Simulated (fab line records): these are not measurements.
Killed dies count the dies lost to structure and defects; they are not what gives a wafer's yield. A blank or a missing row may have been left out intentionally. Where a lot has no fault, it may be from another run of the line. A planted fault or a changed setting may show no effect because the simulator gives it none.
fab line records -- flow nand_harc
record lots=6, wafers=18, last_day=32
route steps=1302 shown P_ZERO_WELL@51 END@1302
lots untouched by any fault: they come from a run of this same line in which no faults occurred
start_h: hours from the record's opening day to when the first of the lot's shown wafers began -- wait_h: hours from the lot's prior step to this one -- " same as the row above -- L1.1+2: a row that stands for several wafers -- - no value, or no start was given -- * or withheld: withheld -- < > ~ a bound
route shown NAME@n: NAME is a module with steps in the file, n the number in the route of the first one -- usual: the fault-free wafers' mean and standard deviation -- same: alike in all rows -- chamber/n: place in a boat -- sites: the reading at each site -- _std_site: standard deviation of those values -- _edge_site: mean of outer sites minus mean of inner sites -- radius_mm: for every site, how far away it sits from the centre of the wafer -- mask NAME#n: copy n -- behind: the last tool/chamber to shape the wafer -- hold: cause of the lot's hold/its duration in hours/its outcome -- device: whichever transistor did not switch (one of n, p or np) -- end of line: tests run on the same wafers once the route is complete -- step lacking rows: just its recipe -- killed: not the wafer's yield, but the dies lost to structure and defects at the first sort -- map: dies across one wafer; x = killed, . = not, _ = none there
set.NAME: the setting as run; set.NAME@STEP: as run at that earlier step -- model.NAME: the simulator's own value behind a step, which no gauge read
lots at some steps of the route; a table a step, a row a wafer
services: the hour from which a tool's chamber was out of use, counted from the record's first day as start_h (under 0 if before that day), plus the number of hours and why
## steps
# step NHARC_P_ZERO_WELL_DEHYDRATE_44
# recipe temp_c=150, time_s=120
# step NHARC_P_ZERO_WELL_HMDS_45
# recipe time_s=30
# step NHARC_P_ZERO_WELL_COAT_46
# recipe spin_rpm=withheld
# step NHARC_P_ZERO_WELL_SOFTBAKE_47
# recipe temp_c=122, time_s=95
# step NHARC_P_ZERO_WELL_EBR_48
# step NHARC_P_ZERO_WELL_EXPOSE_49
# recipe na=0.6, target_cd_nm=2000, dose_mj=22.64, mask_id=P_HVPW
# step NHARC_P_ZERO_WELL_PEB_50
# recipe peb_temp_c=118, peb_time_s=85
# step NHARC_P_ZERO_WELL_DEVELOP_51
# recipe time_s=70
# step NHARC_P_ZERO_WELL_CD_MEAS_52
# recipe target_cd_nm=2000, landing_energy_ev=500
# usual cd_nm=1999.4/1.3
lot.wafer,tool,chamber,start_h,wait_h,cd_nm
L907.2,cd_sem-02,0,35.86,-,1998.3
L907.4,cd_sem-02,0,35.86,-,1998.6
L907.6,cd_sem-02,0,35.86,-,1998.6
L914.4,cd_sem-02,0,105.52,-,1998.5
L914.5,cd_sem-02,0,105.52,-,1998.9
L914.6,cd_sem-02,0,105.52,-,1998.6
L916.1,cd_sem-02,0,125.59,-,1999.1
L916.4,cd_sem-02,0,125.59,-,2000.2
L916.5,cd_sem-02,0,125.59,-,2000.1
L918.3,cd_sem-02,0,145.76,-,1999.4
L918.4,cd_sem-02,0,145.76,-,1999.3
L918.6,cd_sem-02,0,145.76,-,2000.0
L927.3,cd_sem-02,0,235.87,-,2002.4
L927.4,cd_sem-02,0,235.87,-,1998.7
L927.6,cd_sem-02,0,235.87,-,2000.8
L928.3,cd_sem-03,0,245.83,-,2003.1
L928.4,cd_sem-03,0,245.83,-,2000.5
L928.6,cd_sem-03,0,245.83,-,2001.9
# step NHARC_P_ZERO_WELL_HARDBAKE_53
# recipe temp_c=125, time_s=80
# step NHARC_P_ZERO_WELL_DESCUM_54
# recipe time_s=3, o2_flow_sccm=200, ar_flow_sccm=0, bias_power_w=0, chemistry=O2
# usual chamber_pressure_mTorr=60.00/0.053, drypump_motor_current_A=5.7/0.33, oes_product_au=0.999/0.0088, rf_vpp_V=57.6/1, showerhead_plenum_p_Torr=1.87/0.099, throttle_valve_pct=11.312/0.0095
lot.wafer,tool,chamber,start_h,wait_h,chamber_pressure_mTorr,drypump_motor_current_A,oes_product_au,rf_hours_counter_h,rf_vpp_V,showerhead_plenum_p_Torr,throttle_valve_pct
L907.2,rie_diel-01,2,36.05,-,60.00,5.8,0.991,0,58.0,2.01,11.319
L907.4,rie_diel-01,0,36.05,-,59.93,5.3,0.995,-,57.7,1.89,11.325
L907.6,rie_diel-01,2,36.05,-,59.98,5.8,0.997,-,58.4,2.01,11.311
L914.4,rie_diel-04,2,105.71,-,60.00,5.4,0.997,32,56.9,1.83,11.292
L914.5,rie_diel-04,3,105.71,-,59.93,5.5,1.023,-,56.9,1.91,11.305
L914.6,rie_diel-04,0,105.71,-,59.95,5.7,1.008,-,58.3,2.07,11.312
L916.4,rie_diel-01,2,125.78,-,59.98,5.9,0.996,33,58.4,2.00,11.307
L916.1,rie_diel-01,3,125.78,-,60.01,6.8,0.998,35,58.4,1.79,11.309
L916.5,rie_diel-01,0,125.78,-,59.94,5.4,0.992,-,57.5,1.88,11.289
L918.4,rie_diel-04,1,146.04,-,59.94,5.0,1.010,41,54.7,1.80,11.315
L918.3,rie_diel-04,3,146.04,-,59.97,5.5,1.012,46,57.1,1.90,11.308
L918.6,rie_diel-04,1,146.04,-,60.02,5.0,1.003,-,55.5,1.80,11.309
L927.3,rie_diel-09,3,236.02,-,60.04,5.5,1.000,24,57.4,1.77,11.321
L927.4,rie_diel-09,2,236.02,-,60.01,6.0,1.009,22,57.5,1.81,11.306
L927.6,rie_diel-09,3,236.02,-,59.95,5.5,1.005,-,57.7,1.77,11.320
L928.3,rie_diel-01,2,246.00,-,59.99,5.8,1.000,13,56.7,1.98,11.319
L928.4,rie_diel-01,3,246.00,-,60.04,6.8,0.993,11,59.0,1.78,11.320
L928.6,rie_diel-01,2,246.00,-,60.06,5.8,0.988,-,58.2,1.98,11.300
# step NHARC_P_ZERO_WELL_IMPLANT_55
# recipe energy_kev=180, dose_cm2=8e+11, tilt_deg=7
# step NHARC_P_ZERO_WELL_IMPLANT_61
# recipe energy_kev=30, dose_cm2=5e+11, tilt_deg=7
# usual beam_energy_keV=29.998/0.0091, beam_on_s=10.01/0.21, dose_ions_cm2=4.999e+11/4.7e+08, implant_ion_amu=11/0
lot.wafer,tool,chamber,start_h,wait_h,beam_energy_keV,beam_on_s,dose_ions_cm2,implant_ion_amu
L907.2,implanter-01,0,36.40,0.2,30.016,10.21,4.99e+11,11
L907.4,implanter-01,0,36.40,0.2,29.991,10.01,4.994e+11,11
L907.6,implanter-01,0,36.40,0.2,30.002,10.00,4.999e+11,11
L914.4,implanter-02,0,106.09,0.1,30.001,9.75,4.992e+11,11
L914.5,implanter-02,0,106.09,0.1,29.997,10.13,4.99e+11,11
L914.6,implanter-02,0,106.09,0.1,29.995,9.90,4.995e+11,11
L916.1,implanter-02,0,126.08,0.2,30.004,9.90,5e+11,11
L916.4,implanter-02,0,126.08,0.2,29.997,10.23,4.995e+11,11
L916.5,implanter-02,0,126.08,0.2,29.984,9.97,5.006e+11,11
L918.3,implanter-01,0,146.42,0.1,29.999,10.21,4.995e+11,11
L918.4,implanter-01,0,146.42,0.1,29.998,9.73,4.995e+11,11
L918.6,implanter-01,0,146.42,0.1,29.994,10.41,5.002e+11,11
L927.3,implanter-01,-,236.41,0.1,-,-,-,-
L927.4,implanter-01,-,236.41,0.1,-,-,-,-
L927.6,implanter-01,-,236.41,0.1,-,-,-,-
L928.3,implanter-02,-,246.38,0.2,-,-,-,-
L928.4,implanter-02,-,246.38,0.2,-,-,-,-
L928.6,implanter-02,-,246.38,0.2,-,-,-,-
# step NHARC_P_ZERO_WELL_STRIP_56
# recipe time_s=840, temp_c=130, chemistry=SPM
# step NHARC_END_SORT_01
# recipe temp_c=25
# usual killed_at_array=61/23, killed_at_other=1.3/1.4, killed_at_periphery=4.0/2.6, killed_dies=66/22, killed_open=3.4/1.8, killed_short=2.3/1.4
# same gross_dies=677
lot.wafer,tool,chamber,start_h,wait_h,hold,killed_at_array,killed_at_other,killed_at_periphery,killed_dies,killed_open,killed_short
L907.2,prober-02,0,571.49,2.8,-,55,0,2,57,1,2
L907.4,prober-02,0,573.07,3.4,-,62,2,4,68,4,3
L907.6,prober-02,0,574.65,4.0,-,63,1,3,67,3,2
L927.3,prober-01,0,773.12,3.1,await_dispo/2.6h/scrap,57,3,617,677,7,3
L927.4,prober-01,0,773.92,3.4,await_dispo/2.6h/scrap,51,0,626,677,2,0
L927.6,prober-01,0,775.53,4.0,await_dispo/2.6h/scrap,58,1,618,677,3,5
L928.3,prober-02,0,774.43,3.1,await_dispo/9.3h/scrap,77,1,599,677,3,5
L928.4,prober-02,0,775.23,3.4,await_dispo/9.3h/scrap,68,0,609,677,4,5
L928.6,prober-02,0,776.83,4.0,await_dispo/9.3h/scrap,58,0,619,677,1,2
# killed by level:class
L907.2 A_CHANNEL_HOLE_D1:chamber_film_flake=29 A_CHANNEL_HOLE_D2:chamber_film_flake=7 A_STAIRCASE:chamber_film_flake=7 A_CHANNEL_FILL_D1:geometric_particle:short=2 A_CONTACT:chamber_film_flake=2 A_CONTACT:unspecified=2 A_M0:chamber_film_flake=2 A_BLC:geometric_particle:open=1
L907.4 A_CHANNEL_HOLE_D1:chamber_film_flake=34 A_CHANNEL_HOLE_D2:chamber_film_flake=7 A_STAIRCASE:chamber_film_flake=5 A_WL_FILL:chamber_film_flake=4 A_CONTACT:unspecified=4 A_WL_FILL:geometric_particle:short=2 P_ZERO_WELL:chamber_film_flake=2 P_M1:geometric_particle:open=1
L907.6 A_CHANNEL_HOLE_D1:chamber_film_flake=32 A_CHANNEL_HOLE_D2:chamber_film_flake=10 A_CONTACT:chamber_film_flake=6 A_STAIRCASE:chamber_film_flake=5 A_CONTACT:unspecified=3 P_M1:geometric_particle:open=1 A_DECK1_JOINT:geometric_particle:open=1 A_WL_FILL:geometric_particle:short=1
L927.3 P_ZERO_WELL:area_implant=617 A_CHANNEL_HOLE_D2:chamber_film_flake=20 A_CHANNEL_HOLE_D1:chamber_film_flake=12 A_SLIT:chamber_film_flake=5 A_CONTACT:chamber_film_flake=5 A_M1:chamber_film_flake=5 THIN_TSV:chamber_film_flake=3 A_STAIRCASE:geometric_particle:open=2
L927.4 P_ZERO_WELL:area_implant=621 A_CHANNEL_HOLE_D2:chamber_film_flake=26 A_CHANNEL_HOLE_D1:chamber_film_flake=9 A_SLIT:chamber_film_flake=9 A_M1:chamber_film_flake=4 P_GATE:chamber_film_flake=3 P_M0:geometric_particle:open=1 A_ONON_D1:geometric_particle:open=1
L928.3 P_ZERO_WELL:area_implant=596 A_SLIT:chamber_film_flake=29 A_CHANNEL_HOLE_D2:chamber_film_flake=28 A_CONTACT:chamber_film_flake=10 A_CHANNEL_HOLE_D2:geometric_particle:short=2 A_SGD_CUT:chamber_film_flake=2 A_M1:chamber_film_flake=2 P_GATE:geometric_particle:open=1
L928.4 P_ZERO_WELL:area_implant=608 A_SLIT:chamber_film_flake=27 A_CHANNEL_HOLE_D2:chamber_film_flake=22 A_CONTACT:chamber_film_flake=5 A_SGD_CUT:chamber_film_flake=3 A_ONON_D2:geometric_particle:short=2 A_SOURCE_PLATE:geometric_particle:short=1 A_CHANNEL_HOLE_D1:geometric_particle:open=1
L927.6 P_ZERO_WELL:area_implant=614 A_CHANNEL_HOLE_D2:chamber_film_flake=32 A_CHANNEL_HOLE_D1:chamber_film_flake=7 A_SLIT:chamber_film_flake=6 A_M1:chamber_film_flake=3 A_ONON_D1:geometric_particle:short=2 A_CONTACT:chamber_film_flake=2 P_GATE:geometric_particle:short=1
L928.6 P_ZERO_WELL:area_implant=619 A_CHANNEL_HOLE_D2:chamber_film_flake=27 A_SLIT:chamber_film_flake=18 A_CONTACT:chamber_film_flake=5 A_SGD_CUT:chamber_film_flake=2 A_SOURCE_PLATE:geometric_particle:open=1 A_DECK1_JOINT:geometric_particle:short=1 A_ONON_D2:geometric_particle:short=1
# map L927.3 (x killed, . not)
____________x____________
_________xxxxxxx_________
_______xxxxxxxxxxx_______
______xxxxxxxxxxxxx______
_____xxxxxxxxxxxxxxx_____
____xxxxxxxxxxxxxxxxx____
____xxxxxxxxxxxxxxxxx____
___xxxxxxxxxxxxxxxxxxx___
___xxxxxxxxxxxxxxxxxxx___
__xxxxxxxxxxxxxxxxxxxxx__
__xxxxxxxxxxxxxxxxxxxxx__
_xxxxxxxxxxxxxxxxxxxxxxx_
_xxxxxxxxxxxxxxxxxxxxxxx_
_xxxxxxxxxxxxxxxxxxxxxxx_
_xxxxxxxxxxxxxxxxxxxxxxx_
_xxxxxxxxxxxxxxxxxxxxxxx_
xxxxxxxxxxxxxxxxxxxxxxxxx
xxxxxxxxxxxxxxxxxxxxxxxxx
xxxxxxxxxxxxxxxxxxxxxxxxx
xxxxxxxxxxxxxxxxxxxxxxxxx
xxxxxxxxxxxxxxxxxxxxxxxxx
_xxxxxxxxxxxxxxxxxxxxxxx_
_xxxxxxxxxxxxxxxxxxxxxxx_
_xxxxxxxxxxxxxxxxxxxxxxx_
_xxxxxxxxxxxxxxxxxxxxxxx_
_xxxxxxxxxxxxxxxxxxxxxxx_
__xxxxxxxxxxxxxxxxxxxxx__
__xxxxxxxxxxxxxxxxxxxxx__
___xxxxxxxxxxxxxxxxxxx___
___xxxxxxxxxxxxxxxxxxx___
____xxxxxxxxxxxxxxxxx____
____xxxxxxxxxxxxxxxxx____
_____xxxxxxxxxxxxxxx_____
______xxxxxxxxxxxxx______
_______xxxxxxxxxxx_______
_________xxxxxxx_________
____________x____________
# map L928.3 (x killed, . not)
____________x____________
_________xxxxxxx_________
_______xxxxxxxxxxx_______
______xxxxxxxxxxxxx______
_____xxxxxxxxxxxxxxx_____
____xxxxxxxxxxxxxxxxx____
____xxxxxxxxxxxxxxxxx____
___xxxxxxxxxxxxxxxxxxx___
___xxxxxxxxxxxxxxxxxxx___
__xxxxxxxxxxxxxxxxxxxxx__
__xxxxxxxxxxxxxxxxxxxxx__
_xxxxxxxxxxxxxxxxxxxxxxx_
_xxxxxxxxxxxxxxxxxxxxxxx_
_xxxxxxxxxxxxxxxxxxxxxxx_
_xxxxxxxxxxxxxxxxxxxxxxx_
_xxxxxxxxxxxxxxxxxxxxxxx_
xxxxxxxxxxxxxxxxxxxxxxxxx
xxxxxxxxxxxxxxxxxxxxxxxxx
xxxxxxxxxxxxxxxxxxxxxxxxx
xxxxxxxxxxxxxxxxxxxxxxxxx
xxxxxxxxxxxxxxxxxxxxxxxxx
_xxxxxxxxxxxxxxxxxxxxxxx_
_xxxxxxxxxxxxxxxxxxxxxxx_
_xxxxxxxxxxxxxxxxxxxxxxx_
_xxxxxxxxxxxxxxxxxxxxxxx_
_xxxxxxxxxxxxxxxxxxxxxxx_
__xxxxxxxxxxxxxxxxxxxxx__
__xxxxxxxxxxxxxxxxxxxxx__
___xxxxxxxxxxxxxxxxxxx___
___xxxxxxxxxxxxxxxxxxx___
____xxxxxxxxxxxxxxxxx____
____xxxxxxxxxxxxxxxxx____
_____xxxxxxxxxxxxxxx_____
______xxxxxxxxxxxxx______
_______xxxxxxxxxxx_______
_________xxxxxxx_________
____________x____________
## services
tool,chamber,start_h,hours,kind
rie_diel-01,-,26.93,9.0,pm
rie_diel-01,0,26.93,9.0,vent_cycle
rie_diel-01,1,26.93,9.0,vent_cycle
rie_diel-01,2,26.93,9.0,vent_cycle
rie_diel-01,3,26.93,13.4,vent_cycle
rie_diel-01,0,35.93,-,clean
rie_diel-01,1,35.93,-,clean
rie_diel-01,2,35.93,-,clean
rie_diel-09,3,50.84,15.4,repair
implanter-01,-,55.03,3.6,repair
rie_diel-09,1,72.86,4.9,repair
rie_diel-09,0,91.74,2.6,repair
rie_diel-04,0,92.97,6.0,repair
rie_diel-04,0,110.78,6.1,repair
rie_diel-04,1,124.06,3.2,repair
rie_diel-09,3,124.91,8.3,repair
rie_diel-09,-,143.12,9.0,pm
implanter-02,-,146.00,13.0,pm
implanter-01,-,172.12,5.5,repair
rie_diel-04,-,179.00,9.0,pm
rie_diel-01,-,186.97,0.3,repair
rie_diel-04,1,196.42,7.9,repair
rie_diel-01,-,203.93,9.0,pm
rie_diel-01,3,214.27,5.0,repair
## key
first_sign step=NHARC_P_ZERO_WELL_IMPLANT_61, reading=tool_record, direction=missing
effect step=NHARC_END_SORT_01, reading=killed_at_periphery, direction=up, sigmas=99+, usual=4.0, struck=614.7
more_kills_born_at NHARC_P_ZERO_WELL_IMPLANT_61@implanter-01=1852, NHARC_P_ZERO_WELL_IMPLANT_61@implanter-02=1823
met_at NHARC_P_ZERO_WELL_IMPLANT_61
struck_wafers L927.3,L927.4,L927.6,L928.3,L928.4,L928.6
later_rows_left_out L927.3,L927.4,L927.6,L928.3,L928.4,L928.6
tester_left_out L927,L928
onset_between 146.42 236.41
fault kind=skipped_step_whole, tool=implanter-01,implanter-02, chamber=-, onset_h=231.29, steps=NHARC_P_ZERO_WELL_IMPLANT_61, scope=struck_lots_only
# tester_left_out: of these lots the tester's yield and bins aren't shown, on N5 and GAA mostly nor the transistor test; their killed dies are dies lost to structure and defects alone, not to doping, threshold or leakage, so they don't give the yield
# later_rows_left_out: the simulator's readings of these wafers behind a module that went badly wrong aren't trusted and aren't shown, but for the sort
